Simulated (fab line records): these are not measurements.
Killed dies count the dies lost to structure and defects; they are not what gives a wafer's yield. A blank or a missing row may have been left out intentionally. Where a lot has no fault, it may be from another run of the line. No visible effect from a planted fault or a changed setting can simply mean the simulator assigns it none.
Matching of chambers    flow n5-finfet    N5_FIN_CUT_ETCH_21 on rie-diel-02 has 4 sister chambers
The step etches SOC in N2/H2, target depth 219 nm, overetch 43.8 nm, time 523.5 s. 22 wafers are shown with their chamber, then 11 later ones without.

## EACH WAFER AND ITS CHAMBER
wafer   chamber  showerhead-plenum-p-Torr (Torr)  throttle-valve-pct (%)  oes-product-au (a.u.)
L074.1  2        2.55                             17.43                   0.74
L074.3  0        2.44                             17.95                   0.66
L074.6  1        2.62                             17.79                   0.66
L075.1  1        2.62                             17.78                   0.66
L075.3  2        2.55                             17.45                   0.73
L075.4  3        2.67                             18.08                   0.69
L076.1  1        2.62                             17.78                   0.66
L076.3  0        2.43                             17.95                   0.66
L076.6  2        2.55                             17.45                   0.73
L077.1  0        2.43                             17.95                   0.66
L077.3  2        2.55                             17.44                   0.73
L077.6  1        2.62                             17.77                   0.67
L079.1  3        2.67                             18.10                   0.68
L079.3  0        2.43                             17.97                   0.66
L079.4  2        2.55                             17.46                   0.72
L080.2  3        2.67                             18.11                   0.68
L080.4  0        2.43                             17.96                   0.66
L080.5  1        2.62                             17.80                   0.66
L082.1  1        2.61                             17.79                   0.66
L082.3  0        2.43                             17.97                   0.66
L082.5  1        2.61                             17.81                   0.65
L085.3  2        2.54                             17.47                   0.70

SIGNATURES, as means of the wafers listed above
reading                   chamber 0  chamber 1  chamber 2  chamber 3  scatter within a chamber
showerhead-plenum-p-Torr  2.4317     2.6171     2.5483     2.6700     0.00415
throttle-valve-pct        17.9583    17.7886    17.4500    18.0967    0.013
oes-product-au            0.6600     0.6600     0.7250     0.6833     0.00822
Rule: for each reading, subtract the chamber's mean from the wafer's reading, divide by that reading's scatter and square the result; add these up over the readings and take the root, which gives the wafer's distance from the chamber. If the next closest chamber is less than 2 further off than the closest, the wafer can't be placed; otherwise it belongs to the closest. The scatter: the root of (the sum of the squares of (reading less its chamber's mean) over the shown wafers, divided by (wafers less chambers)).

## WAFERS WHOSE CHAMBER IS MISSING
wafer   showerhead-plenum-p-Torr (Torr)  throttle-valve-pct (%)  oes-product-au (a.u.)
L085.5  2.67                             18.09                   0.68
L085.6  2.43                             17.97                   0.66
L088.1  2.54                             17.48                   0.70
L088.4  2.43                             18.00                   0.65
L088.5  2.43                             17.98                   0.65
L090.1  2.42                             18.00                   0.64
L090.3  2.61                             17.83                   0.65
L090.5  2.66                             18.12                   0.67
L094.1  2.60                             17.84                   0.64
L094.5  2.42                             17.99                   0.65
L094.6  2.66                             18.14                   0.67

## THE CHAMBER EACH PASSED THROUGH
wafer   from the rows above  in truth
L085.5  3                    3
L085.6  0                    0
L088.1  2                    2
L088.4  0                    0
L088.5  0                    0
L090.1  0                    0
L090.3  1                    1
L090.5  3                    3
L094.1  1                    1
L094.5  0                    0
L094.6  3                    3
Placed correctly: 11 of 11. From these rows, 0 cannot be placed. 0 placed wrongly.
